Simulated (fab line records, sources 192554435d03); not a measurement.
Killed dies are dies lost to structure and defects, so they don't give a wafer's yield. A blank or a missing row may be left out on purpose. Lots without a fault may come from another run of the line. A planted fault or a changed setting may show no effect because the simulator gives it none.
Split-lot experiment | flow n5_finfet | 7 lots, 21 wafers read, on a route of 1938 steps

THE SPLIT
At N5_BEOL_M9_EXPOSE_25 (exposes mask V8), the setting dose_mj was moved away from the recipe's 37.25 on 7 of the 21 wafers read, by -7.2% to +6.5%. The other wafers ran this setting at the recipe's value.

FROM THE SPLIT TO THE READING: what the file shows between them, 2 steps
- N5_BEOL_M9_PEB_26: peb time 60 s
- N5_BEOL_M9_DEVELOP_27: develop time 30 s

THE READING
cd_nm, in nm, at N5_BEOL_M9_CD_MEAS_28 (target cd 70 nm). Fault-free wafers of this fab line usually give 69.96 nm, standard deviation 0.26 nm.

wafer  | tool, chamber at the split | dose_mj as run | against the recipe | cd_nm, nm | against lot-mates on the recipe
L076.1 | euv_scanner-02, 0          | 37.25          | recipe             | 69.56     | -
L076.4 | euv_scanner-02, 0          | 37.25          | recipe             | 69.98     | -
L076.5 | euv_scanner-02, 0          | 37.25          | recipe             | 69.69     | -
L080.1 | euv_scanner-01, 0          | 37.25          | recipe             | 69.88     | -
L080.2 | euv_scanner-01, 0          | 37.25          | recipe             | 69.64     | -
L080.4 | euv_scanner-01, 0          | 35.42          | -4.9%              | 68.63     | -1.13
L081.3 | euv_scanner-01, 0          | 37.25          | recipe             | 70.29     | -
L081.4 | euv_scanner-01, 0          | 39.67          | +6.5%              | 71.44     | +1.25
L081.5 | euv_scanner-01, 0          | 37.25          | recipe             | 70.10     | -
L090.4 | euv_scanner-01, 0          | 37.25          | recipe             | 69.80     | -
L090.5 | euv_scanner-01, 0          | 37.25          | recipe             | 69.81     | -
L090.6 | euv_scanner-01, 0          | 37.25          | recipe             | 69.58     | -
L091.2 | euv_scanner-01, 0          | 38.72          | +3.9%              | 70.76     | +0.63
L091.3 | euv_scanner-01, 0          | 38.72          | +3.9%              | 71.21     | +1.08
L091.6 | euv_scanner-01, 0          | 37.25          | recipe             | 70.13     | -
L092.2 | euv_scanner-02, 0          | 37.25          | recipe             | 70.73     | -
L092.4 | euv_scanner-02, 0          | 36.22          | -2.8%              | 69.19     | -1.54
L092.5 | euv_scanner-02, 0          | 36.22          | -2.8%              | 69.60     | -1.13
L097.2 | euv_scanner-01, 0          | 37.25          | recipe             | 69.93     | -
L097.3 | euv_scanner-01, 0          | 37.25          | recipe             | 69.66     | -
L097.4 | euv_scanner-01, 0          | 34.55          | -7.2%              | 68.09     | -1.70

THE FIT
A straight line over all 21 wafers: cd_nm changes by +0.247 nm for each +1% of dose_mj; r = +0.93; the points scatter about the line by 0.29 nm.
The same after taking each lot's own level away (the mean of its wafers on the recipe; 21 wafers): +0.241 nm for each +1%; r = +0.94; scatter 0.26 nm.
On that fit, the largest move of dose_mj shifts the reading by 1.7 nm.
The lots' own levels span 69.730 to 70.730 nm, that is 3.8 times the standard deviation above.
So the lot-to-lot level changes the slope little: the two slopes agree.
Check: with one of the wafers moved furthest among these (-7.2%) left out of the fit, the line predicts -1.9 nm for it against its lot-mates. It came out at -1.7 nm against them.

OTHER SPLITS ON THESE WAFERS
These wafers also went through other splits before the reading. Each is held against what the fit with the lots' levels taken away leaves over:
other split on the same wafers | wafers away from the commonest value | r with cd_nm (lot level and that fit taken away)
N5_BEOL_M8_CURE_75 time_s      | 6                                    | +0.06

THE FILE'S OWN FIT
cd_nm changes by +0.233 nm for each +1% of dose_mj, r = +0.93.
